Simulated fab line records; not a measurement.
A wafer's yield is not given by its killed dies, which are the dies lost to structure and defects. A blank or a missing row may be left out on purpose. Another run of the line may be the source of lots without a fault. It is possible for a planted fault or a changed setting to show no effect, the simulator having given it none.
One fault through the eyes of 2 desks    flow n5 finfet    each desk holds nothing but its own numbers, with what lay behind them at the end

## FROM THE METROLOGY DESK
What the gauges read, lot by lot, whatever tool the lot ran on: means of the sampled wafers that have a number. If a lot's mean is further than 4 standard deviations from the usual mean, the lot is out of limits and carries the mark OUT (the distance appears in the brackets). Shown here are 7 of its 10 readings, the ones lying furthest out on some lot.
Columns: A = DIBL_N at N5_BEOL_M4_RC_MEAS_101, usual 36.3 mV/V; B = DIBL_P at N5_BEOL_M4_RC_MEAS_101, usual 36.1 mV/V; C = IOFF_N at N5_BEOL_M4_RC_MEAS_101, usual 0.161 nA/um; D = IOFF_P at N5_BEOL_M4_RC_MEAS_101, usual 0.209 nA/um; E = SS_P at N5_BEOL_M4_RC_MEAS_101, usual 73.2 mV/dec; F = VT_N at N5_BEOL_M4_RC_MEAS_101, usual 249.1 mV; G = VT_P at N5_BEOL_M4_RC_MEAS_101, usual -249.9 mV
lot   first seen here  A     B     C      D      E     F      G
L478  day 8 12:03      37.1  35.3  0.166  0.218  73.2  249.6  -248.4
L484  day 9 14:19      37.2  34.8  0.163  0.209  72.9  249.1  -249.6
L483  day 9 19:53      34.8  35.2  0.136  0.168  73.4  250.4  -254.2
L485  day 9 20:49      34.5  35.7  0.158  0.193  72.9  247.0  -251.4
L487  day 10 12:09     37.0  38.9  0.179  0.230  73.9  248.1  -249.1
L495  day 12 14:46     35.9  34.8  0.157  0.204  72.6  249.6  -248.5
L497  day 12 20:45     35.4  36.7  0.130  0.209  73.2  254.5  -250.7
L498  day 13 06:17     35.9  37.2  0.170  0.225  73.5  247.9  -249.7
L499  day 13 22:22     36.0  35.4  0.147  0.199  73.3  250.6  -247.7
This desk's finding: nothing out of limits on any of the 9 lots.

## AT THE TOOL OWNER'S DESK: cmp-02
The tool's own readings at N5_GATE_CUT_CMP_23 (polishes, stops on SiO2, t overpolish 23.4 s, target thk 16 nm): means of the sampled wafers that have a number, for each lot that ran on this tool. If a lot's mean is further than 4 standard deviations from the usual mean, the lot is out of limits and carries the mark OUT (the distance appears in the brackets).
Columns: A = head pressure psi at N5_GATE_CUT_CMP_23, usual 2.501 psi; B = motor current A at N5_GATE_CUT_CMP_23, usual 9.3 A; C = overpolish run s at N5_GATE_CUT_CMP_23, usual 23.400 s; D = time to endpoint s at N5_GATE_CUT_CMP_23, usual 20.2 s
lot   first seen here  A                B    C       D
L478  day 5 03:20      2.500            9.2  23.391  19.9
L484  day 6 18:17      2.401 (-16) OUT  9.0  23.400  21.1
L485  day 6 21:26      2.401 (-16) OUT  9.1  23.399  22.4
L487  day 7 09:34      2.396 (-16) OUT  9.1  23.403  20.5
L497  day 9 21:22      2.500            9.0  23.397  22.8
Finding of this desk: L484, L485, L487 out of limits; the first was L484 at day 6 18:17, on head pressure psi at N5_GATE_CUT_CMP_23. In limits: L478, L497.

## ALL TOGETHER
At day 6 18:17, on L484, L485, L487, the tool owner's desk was in a position to raise an alarm.
At the metrology desk, nothing out of limits was observed.
The metrology desk holds a record of L484, L485, L487, inside its limits.
Every lot named ran N5_GATE_CUT_CMP_23 on cmp-02.

## WHAT HAD BEEN PUT IN BY THE SIMULATOR
cmp-02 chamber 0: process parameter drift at N5_GATE_CUT_CMP_23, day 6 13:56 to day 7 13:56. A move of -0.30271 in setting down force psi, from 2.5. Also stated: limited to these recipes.
Struck lots among those shown: L484, L485, L487.
Delay in hours, fault start to first out-of-limits reading, by desk: the tool owner's desk at 4.
